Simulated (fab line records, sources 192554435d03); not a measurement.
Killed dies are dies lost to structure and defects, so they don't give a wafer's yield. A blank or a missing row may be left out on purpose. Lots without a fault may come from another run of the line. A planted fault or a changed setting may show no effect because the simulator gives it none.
A struck lot beside a sound one | flow n5_finfet | 34 steps out of a route of 1938
Sound: wafers L294.3, L294.5, L294.6. Struck: wafers L310.2, L310.3, L310.4. The cause comes at the end.
At each step with rows: each side's tool, then ch and its chambers, then its first start. Under that, the readings that differ: sound wafers | struck wafers | difference of the means | sigmas: that difference in standard deviations of wafers without a fault.
alike: readings whose means differ by less than 2 such deviations, and words and numbers that are the same on both sides. not compared: withheld readings, readings that some wafer has no value for, bounds like >300 that may hide the same value, and numbers for which the record gives no deviation and whose values overlap.
The two part at a step that has a row with sigmas, a row that says differs or no value, or rows on one side only. Numbers that don't overlap but have no deviation are shown without sigmas and don't part them. A reading that every wafer of one side lacks parts them only if that side has two wafers or more.

first, 10 steps without rows for these wafers: N5_BEOL_M7_HM_STRIP_39 (strips TiN in peroxide tin strip, target depth 25 nm, time 158 s); N5_BEOL_M7_SRD_40 (time 30 s); N5_BEOL_M7_PRECLEAN_42 (cleans in residue remover, time 60 s); N5_BEOL_M7_SRD_43 (time 30 s); N5_BEOL_M7_CURE_75 (cures SiCOH lowk, time 120 s); N5_BEOL_M7_DEGAS_44 (time 60 s); N5_BEOL_M7_PRE_CLEAN_45 (time 30 s); N5_BEOL_M7_ALD_77 (deposits TaN, target thk 2 nm, pulse time 2 s, purge time 3 s); N5_BEOL_M7_SURFACE_TREAT_79; N5_BEOL_M7_CVD_78 (deposits Co from CCTBA/H2, target thk 2 nm, time 142.3 s).
N5_BEOL_M7_SPUTTER_48: material Cu, target thk 10 nm, time 1.667 s.
  sound on pvd_sputter-02, day 9 14:34; struck on pvd_sputter-02, day 13 11:09
  alike: throttle_valve_pct
then, 22 steps without rows for these wafers: N5_BEOL_M7_ECD_50 (material Cu, target thk 300 nm); N5_BEOL_M7_ANNEAL_51 (time 90 s); N5_BEOL_M7_CMP_52 (polishes, stops on SiCOH lowk, t overpolish 6.9 s, target thk 80 nm); N5_BEOL_M7_PRE_CLEAN_55 (time 15 s); N5_BEOL_M7_DEP_56 (deposits SiCN from 3MS/NH3, target thk 10 nm, time 17.5 s); N5_BEOL_M8_ILD_DEP_00 (deposits SiCOH lowk from DEMS/porogen, target thk 179.75 nm, time 33.4 s); N5_BEOL_M8_CURE_74 (cures SiCOH lowk, time 240 s); N5_BEOL_M8_PECVD_70 (deposits SiO2 from TEOS/O2, target thk 20 nm, time 22.7 s); N5_BEOL_M8_HM_DEP_02 (deposits TiN, target thk 20 nm); N5_BEOL_M8_COAT_59 (time 60 s, resist thk 100 nm); N5_BEOL_M8_COAT_60 (time 60 s, resist thk 35 nm); N5_BEOL_M8_COAT_05 (resist thk 90 nm); N5_BEOL_M8_EBR_07; N5_BEOL_M8_SOFTBAKE_06 (time 60 s); N5_BEOL_M8_EXPOSE_08 (exposes mask M8); N5_BEOL_M8_PEB_09 (peb time 60 s); N5_BEOL_M8_DEVELOP_10 (develop time 30 s); N5_BEOL_M8_DESCUM_16 (chemistry O2, time 7.9 s); N5_BEOL_M8_ETCH_61 (etches SiARC in CF4, target depth 45.5 nm, time 75.8 s); N5_BEOL_M8_ETCH_62 (etches SOC in N2/H2, target depth 110 nm, overetch 22 nm, time 165 s); N5_BEOL_M8_STRIP_68 (strips in N2/H2); N5_BEOL_M8_STRIP_67 (strips in CF4).
-- the record jumps here: 3 days lie between the struck wafers' starts before and after (it left off in module BEOL_M8 and takes up again in module PASSIVATION, whose first step shown is number 1936 of the route) --
N5_PASSIVATION_PROBE_49:
  the record has rows for the struck wafers here (prober-01, day 16 19:21) and none for the sound ones

WHERE THEY PART
Only at N5_PASSIVATION_PROBE_49, within this record.

WHY: what the simulator had put in
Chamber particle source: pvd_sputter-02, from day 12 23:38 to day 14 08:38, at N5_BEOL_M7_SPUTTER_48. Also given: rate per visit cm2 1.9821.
